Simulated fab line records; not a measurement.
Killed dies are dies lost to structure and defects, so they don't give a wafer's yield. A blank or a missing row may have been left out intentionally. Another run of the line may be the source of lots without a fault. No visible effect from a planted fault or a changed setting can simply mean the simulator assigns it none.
Comparing a struck lot with a sound one	flow nand_harc	15 out of 1302 route steps
Sound: the wafers L123.1, L123.2, L123.3. Wafers L114.1, L114.3, L114.6 were the ones struck. Last of all comes the cause.
At each step with rows: each side's tool, then ch and its chambers, then its first start. Under that, the readings that differ: sound wafers	struck wafers	difference of the means	sigmas: that difference in standard deviations of wafers without a fault.
alike: readings with means less than 2 such deviations apart, plus words and numbers identical on both sides. not compared: withheld readings, readings lacking a value on some wafer, bounds such as >300 that could conceal the same value, and numbers that have no deviation in the record and whose values overlap.
Wherever a step has rows on one side only, a row that says differs or no value, or a row with sigmas, the two part there. Numbers that don't overlap but have no deviation are shown without sigmas and don't part them. A reading that every wafer of one side lacks parts them only if that side has two wafers or more.

first, 8 steps without rows for these wafers: NHARC_A_ZERO_WELL_HMDS_03 (time 30 s); NHARC_A_ZERO_WELL_COAT_18 (time 65 s); NHARC_A_ZERO_WELL_COAT_04 (resist thk 600 nm); NHARC_A_ZERO_WELL_SOFTBAKE_05 (time 70 s); NHARC_A_ZERO_WELL_EBR_06; NHARC_A_ZERO_WELL_EXPOSE_07 (exposes mask A ZERO); NHARC_A_ZERO_WELL_PEB_08 (peb time 80 s); NHARC_A_ZERO_WELL_DEVELOP_09 (time 50 s).
NHARC_A_ZERO_WELL_CD_MEAS_10 targets a cd of 2000 nm.
  sound on cd_sem-02 ch 0, day 12 20:14; struck on cd_sem-01 ch 0, day 11 07:56
  alike: cd_nm
then, 1 step without rows for these wafers: NHARC_A_ZERO_WELL_HARDBAKE_11 (time 65 s).
NHARC_A_ZERO_WELL_DESCUM_12: chemistry O2, time 3 s.
  sound on rie_diel-07 ch 0,2,3, day 12 20:23; struck on rie_diel-07 ch 2,3, day 11 08:06
  alike: drypump_motor_current_A, oes_product_au, rf_vpp_V, showerhead_plenum_p_Torr, throttle_valve_pct
  not compared: rf_hours_counter_h
NHARC_A_ZERO_WELL_ETCH_19: etches the open film in N2/H2, target depth 80 nm, overetch 24 nm, time 87.88 s.
  sound on rie_diel-07 ch 0,2,3, day 12 20:29; struck on rie_diel-07 ch 0,2, day 11 08:11
  alike: bias_w, chamber_pressure_mTorr, drypump_motor_current_A, oes_product_au, rf_vpp_V, showerhead_plenum_p_Torr, throttle_valve_pct
  not compared: rf_hours_counter_h
NHARC_A_ZERO_WELL_ETCH_13: etches the open film in HBr/Cl2, target depth 120 nm, time 40.1 s.
  sound on rie_si-01 ch 0,1,3, day 12 20:38; struck on rie_si-06 ch 2,3, day 11 08:18
  no value came back on the struck wafers for any of 7 readings (bias_w (W), chamber_pressure_mTorr (mTorr) and others); on the sound wafers bias_w (W) reads 100.26 99.99 100.20
then, 1 step without rows for these wafers: NHARC_A_ZERO_WELL_STRIP_14 (strips in SPM, time 900 s).
-- jump in the record: it breaks off in module A_ZERO_WELL and resumes in module END (first step shown: number 1302 of the route), and 18 days separate the struck wafers' starts before and after --
NHARC_END_SORT_01:
  sound on prober-02 ch 0, day 31 15:59; struck on prober-02 ch 0, day 29 18:20
reading	sound	struck	difference	sigmas
killed_at_array	60 63 60	663 667 663	+603	+34
killed_at_periphery	4 3 5	14 9 12	+8	+3
killed_dies	64 66 65	677 677 677	+612	+34
killed_short	2 1 0	3 7 5	+4	+2
  alike: killed_at_other, killed_open

WHERE THEY PART
First at NHARC_A_ZERO_WELL_ETCH_13; last, within this record, at NHARC_END_SORT_01.

WHY: whatever the simulator had introduced
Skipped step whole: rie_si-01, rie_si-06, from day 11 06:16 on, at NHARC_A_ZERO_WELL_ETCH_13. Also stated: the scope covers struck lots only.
